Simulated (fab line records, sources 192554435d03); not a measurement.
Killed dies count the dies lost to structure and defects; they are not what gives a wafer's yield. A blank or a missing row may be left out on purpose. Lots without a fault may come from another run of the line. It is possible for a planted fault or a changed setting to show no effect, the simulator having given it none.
Which tool was responsible? | flow n5Finfet | Sampling: 24 lots, 72 wafers, 4 of 1938 route steps

== WHAT EACH GAUGE READ, for each wafer ==
N5_BEOL_M0_SAQP_OVL_MEAS_41.
lot  | measured     | on         | M0_CUT1_OVL (nm)
L074 | day 6 01:06  | overlay-02 | 0.7 0.0 0.3
L075 | day 6 04:27  | overlay-01 | -0.4 1.1 0.2
L076 | day 6 10:26  | overlay-01 | -0.2 -0.8 0.7
L077 | day 6 13:26  | overlay-02 | 1.3 1.4 1.2
L078 | day 6 22:26  | overlay-01 | -0.5 -0.2 -0.7
L079 | day 7 01:09  | overlay-02 | -1.0 0.3 0.1
L080 | day 7 04:07  | overlay-02 | 0.6 0.7 1.2
L081 | day 7 20:13  | overlay-01 | 1.5 0.2 0.4
L082 | day 8 00:15  | overlay-02 | 0.3 0.4 -0.5
L083 | day 8 04:04  | overlay-02 | 1.5 0.4 1.0
L084 | day 8 03:35  | overlay-02 | -0.7 -0.6 -0.4
L085 | day 8 18:19  | overlay-01 | -0.5 -0.4 0.1
L086 | day 9 05:12  | overlay-01 | 1.1 0.6 0.1
L087 | day 9 06:08  | overlay-01 | 1.0 0.3 -0.2
L088 | day 9 13:16  | overlay-02 | 0.1 1.4 2.2
L089 | day 9 17:35  | overlay-02 | 1.3 0.8 0.7
L091 | day 9 22:29  | overlay-01 | -0.2 0.0 -1.0
L090 | day 10 00:33 | overlay-01 | -1.3 -0.5 0.4
L092 | day 10 06:33 | overlay-02 | -0.1 -0.6 -0.1
L093 | day 10 14:40 | overlay-01 | 1.5 -0.2 0.8
L094 | day 10 22:29 | overlay-02 | 0.3 -0.1 1.2
L095 | day 11 03:14 | overlay-01 | -0.3 -0.1 0.7
L097 | day 11 10:10 | overlay-02 | 0.3 -0.1 -0.6
L096 | day 11 12:26 | overlay-01 | -0.1 -0.3 0.5

== EACH LOT AND THE TOOL THAT RAN IT (in order: tool; ch and the chambers of the sampled wafers; start) ==
lot  | N5_MOL_CONTACT_COAG_CVD_140  | N5_BEOL_M0_SAQP_PECVD_00        | N5_BEOL_M0_SAQP_MANDREL1_REMOVE_100
L074 | cvdW-01 ch 0,1, day 5 11:45  | pecvd-02 ch 0,1,2, day 5 15:46  | rieSi-01 ch 0,1,2, day 5 19:54
L075 | cvdW-01 ch 0,1, day 5 17:18  | pecvd-01 ch 0,2, day 5 21:16    | rieSi-04 ch 0,1, day 6 01:25
L076 | cvdW-01 ch 0,1, day 5 23:29  | pecvd-01 ch 1,2, day 6 03:30    | rieSi-01 ch 1,2,3, day 6 07:32
L077 | cvdW-02 ch 0,1, day 6 02:37  | pecvd-04 ch 1,2, day 6 06:39    | rieSi-06 ch 1,2,3, day 6 09:26
L078 | cvdW-01 ch 0,1, day 6 13:06  | pecvd-04 ch 2, day 6 17:07      | rieSi-01 ch 0,2,3, day 6 20:02
L079 | cvdW-01 ch 0,1, day 6 15:37  | pecvd-04 ch 1,2, day 6 20:07    | rieSi-01 ch 0,2,3, day 6 22:34
L080 | cvdW-01 ch 0,1, day 6 18:28  | pecvd-02 ch 0,1,2, day 6 23:06  | rieSi-04 ch 0,1,3, day 7 01:39
L081 | cvdW-01 ch 1, day 7 11:19    | pecvd-01 ch 0,1,2, day 7 15:19  | rieSi-01 ch 1,2, day 7 17:42
L082 | cvdW-02 ch 0,1, day 7 13:29  | pecvd-02 ch 0,1, day 7 18:20    | rieSi-06 ch 0,1, day 7 21:11
L083 | cvdW-01 ch 0,1, day 7 14:56  | pecvd-04 ch 0, day 7 21:19      | rieSi-04 ch 0,2,3, day 8 01:12
L084 | cvdW-01 ch 0,1, day 7 16:35  | pecvd-02 ch 1,2, day 7 21:20    | rieSi-06 ch 0,1,3, day 8 00:52
L085 | cvdW-02 ch 0,1, day 8 04:57  | pecvd-02 ch 0,1, day 8 08:52    | rieSi-04 ch 2,3, day 8 13:46
L086 | cvdW-02 ch 0,1, day 8 17:02  | pecvd-02 ch 0,2, day 8 21:02    | rieSi-01 ch 0,2,3, day 9 02:40
L087 | cvdW-02 ch 1, day 8 18:57    | pecvd-04 ch 0,2, day 9 00:04    | rieSi-01 ch 0,1,3, day 9 03:55
L088 | cvdW-01 ch 0,1, day 9 02:25  | pecvd-02 ch 1,2, day 9 06:25    | rieSi-06 ch 1,3, day 9 10:44
L089 | cvdW-01 ch 0,1, day 9 04:12  | pecvd-02 ch 0,2, day 9 09:26    | rieSi-06 ch 0,1,2, day 9 15:12
L091 | cvdW-02 ch 0,1, day 9 11:12  | pecvd-01 ch 0, day 9 15:11      | rieSi-04 ch 1,2,3, day 9 20:00
L090 | cvdW-01 ch 0,1, day 9 11:21  | pecvd-02 ch 1,2, day 9 18:13    | rieSi-04 ch 1,2,3, day 9 22:19
L092 | cvdW-02 ch 0,1, day 9 19:22  | pecvd-04 ch 0,1,2, day 9 23:22  | rieSi-01 ch 0,1, day 10 04:11
L093 | cvdW-01 ch 0,1, day 10 03:01 | pecvd-02 ch 0,2, day 10 06:58   | rieSi-04 ch 0,2,3, day 10 12:08
L094 | cvdW-01 ch 0,1, day 10 12:04 | pecvd-02 ch 0,1,2, day 10 16:01 | rieSi-06 ch 0,1, day 10 19:57
L095 | cvdW-02 ch 0,1, day 10 12:07 | pecvd-01 ch 0,2, day 10 19:01   | rieSi-01 ch 1,2, day 11 01:02
L097 | cvdW-01 ch 0, day 10 23:44   | pecvd-01 ch 0,2, day 11 03:44   | rieSi-06 ch 0,1,2, day 11 07:47
L096 | cvdW-02 ch 0,1, day 11 00:03 | pecvd-01 ch 0,1,2, day 11 06:44 | rieSi-04 ch 0,1,2, day 11 09:43
- N5_MOL_CONTACT_COAG_CVD_140: deposits W, target thk 66.5 nm, time 215 s.
- N5_BEOL_M0_SAQP_PECVD_00: deposits SiCN from 3MS/NH3, target thk 8 nm, time 14 s.
- N5_BEOL_M0_SAQP_MANDREL1_REMOVE_100: chemistry HBr/Cl2/O2, target a-Si, stops on SiNx, bt time 10 s.

== AS READ BY THE TOOLS THEMSELVES (means over the sampled wafers that have a number; for cases with no such wafer, the mark the record gives instead) ==
N5_MOL_CONTACT_COAG_CVD_140.
lot  | tool    | heaterPowerW (W)
L074 | cvdW-01 | 529
L075 | cvdW-01 | 520
L076 | cvdW-01 | 492
L077 | cvdW-02 | 506
L078 | cvdW-01 | 523
L079 | cvdW-01 | 519
L080 | cvdW-01 | 489
L081 | cvdW-01 | 456
L082 | cvdW-02 | 502
L083 | cvdW-01 | 519
L084 | cvdW-01 | 487
L085 | cvdW-02 | 470
L086 | cvdW-02 | 476
L087 | cvdW-02 | 447
L088 | cvdW-01 | 522
L089 | cvdW-01 | 488
L091 | cvdW-02 | 500
L090 | cvdW-01 | 488
L092 | cvdW-02 | 507
L093 | cvdW-01 | 521
L094 | cvdW-01 | 521
L095 | cvdW-02 | 495
L097 | cvdW-01 | 547
L096 | cvdW-02 | 474

N5_BEOL_M0_SAQP_PECVD_00.
lot  | tool     | showerheadPlenumPTorr (Torr) | throttleValvePct (%)
L074 | pecvd-02 | 3.682                        | 9.2
L075 | pecvd-01 | 3.660                        | 9.0
L076 | pecvd-01 | 3.662                        | 9.4
L077 | pecvd-04 | 3.670                        | 8.7
L078 | pecvd-04 | 3.669                        | 8.4
L079 | pecvd-04 | 3.672                        | 8.4
L080 | pecvd-02 | 3.675                        | 9.3
L081 | pecvd-01 | 3.663                        | 9.2
L082 | pecvd-02 | 3.678                        | 9.7
L083 | pecvd-04 | 3.638                        | 8.5
L084 | pecvd-02 | 3.679                        | 9.3
L085 | pecvd-02 | 3.677                        | 9.3
L086 | pecvd-02 | 3.672                        | 8.9
L087 | pecvd-04 | 3.662                        | 8.4
L088 | pecvd-02 | 3.685                        | 9.4
L089 | pecvd-02 | 3.667                        | 9.2
L091 | pecvd-01 | 3.665                        | 8.6
L090 | pecvd-02 | 3.683                        | 9.6
L092 | pecvd-04 | 3.666                        | 8.5
L093 | pecvd-02 | 3.671                        | 8.9
L094 | pecvd-02 | 3.677                        | 9.3
L095 | pecvd-01 | 3.661                        | 8.2
L097 | pecvd-01 | 3.661                        | 8.1
L096 | pecvd-01 | 3.658                        | 8.7

N5_BEOL_M0_SAQP_MANDREL1_REMOVE_100.
lot  | tool     | HBr_flow_sccm (sccm) | biasW (W) | drypumpMotorCurrentA (A) | oesProductAu (a.u.) | throttleValvePct (%)
L074 | rieSi-01 | 150.1                | 30.02     | 5.5                      | 0.993               | 37.0
L075 | rieSi-04 | 150.1                | 30.01     | 5.8                      | 1.004               | 37.3
L076 | rieSi-01 | 150.4                | 29.91     | 5.4                      | 0.999               | 37.0
L077 | rieSi-06 | 149.9                | 29.95     | 6.0                      | 0.994               | 36.5
L078 | rieSi-01 | 149.6                | 30.00     | 5.5                      | 0.993               | 36.8
L079 | rieSi-01 | 149.8                | 30.06     | 5.5                      | 0.989               | 36.8
L080 | rieSi-04 | 150.4                | 29.97     | 5.8                      | 1.006               | 37.0
L081 | rieSi-01 | 149.3                | 30.11     | 5.4                      | 1.005               | 37.2
L082 | rieSi-06 | 150.3                | 29.93     | 5.7                      | 1.006               | 36.6
L083 | rieSi-04 | 149.9                | 29.99     | 5.7                      | 0.994               | 37.1
L084 | rieSi-06 | 149.8                | 29.97     | 6.0                      | 1.003               | 36.7
L085 | rieSi-04 | 150.0                | 29.96     | 5.4                      | 1.001               | 36.9
L086 | rieSi-01 | 150.1                | 29.95     | 5.5                      | 0.992               | 36.8
L087 | rieSi-01 | 150.4                | 30.02     | 5.3                      | 0.986               | 37.1
L088 | rieSi-06 | 150.2                | 30.01     | 6.0                      | 1.012               | 36.4
L089 | rieSi-06 | 150.0                | 29.91     | 5.7                      | 1.011               | 36.7
L091 | rieSi-04 | 150.2                | 30.04     | 5.6                      | 1.013               | 36.8
L090 | rieSi-04 | 150.1                | 29.93     | 5.6                      | 1.016               | 36.8
L092 | rieSi-01 | 150.3                | 30.03     | 5.4                      | 0.982               | 37.0
L093 | rieSi-04 | 150.0                | 29.88     | 5.7                      | 0.993               | 37.1
L094 | rieSi-06 | 149.9                | 30.06     | 5.7                      | 0.997               | 36.8
L095 | rieSi-01 | 149.9                | 30.07     | 5.7                      | 1.002               | 36.9
L097 | rieSi-06 | 150.1                | 29.99     | 5.7                      | 1.006               | 36.7
L096 | rieSi-04 | 150.5                | 29.98     | 5.5                      | 0.997               | 37.1

== THE ANSWER, worked out from the rows above alone ==
Rule: the usual values come from the lots themselves. Put in order of their means at a reading, lots are off if they are a third of the lots or fewer, leave a main group of 4 or more, and stand apart from it by a gap of 3 or more times the standard deviation of the main group's means; of several such gaps the widest counts. A main group whose means are all the same, to the digits that the tables above print for the reading, isn't used. A lot without any number at a reading at which 4 lots or more have one is off too. All remaining lots with rows at the step are treated as sound. Order of review: gauges by route order, followed by the tools' own readings, for which a lot's mean as printed above is used. At the first step where some lot is off, the reading lying furthest off is the one used; lots without a number count as furthest.
No lot is off on any of the readings shown, so nothing can be concluded from this.

== WHAT THE SIMULATOR PUT IN ==
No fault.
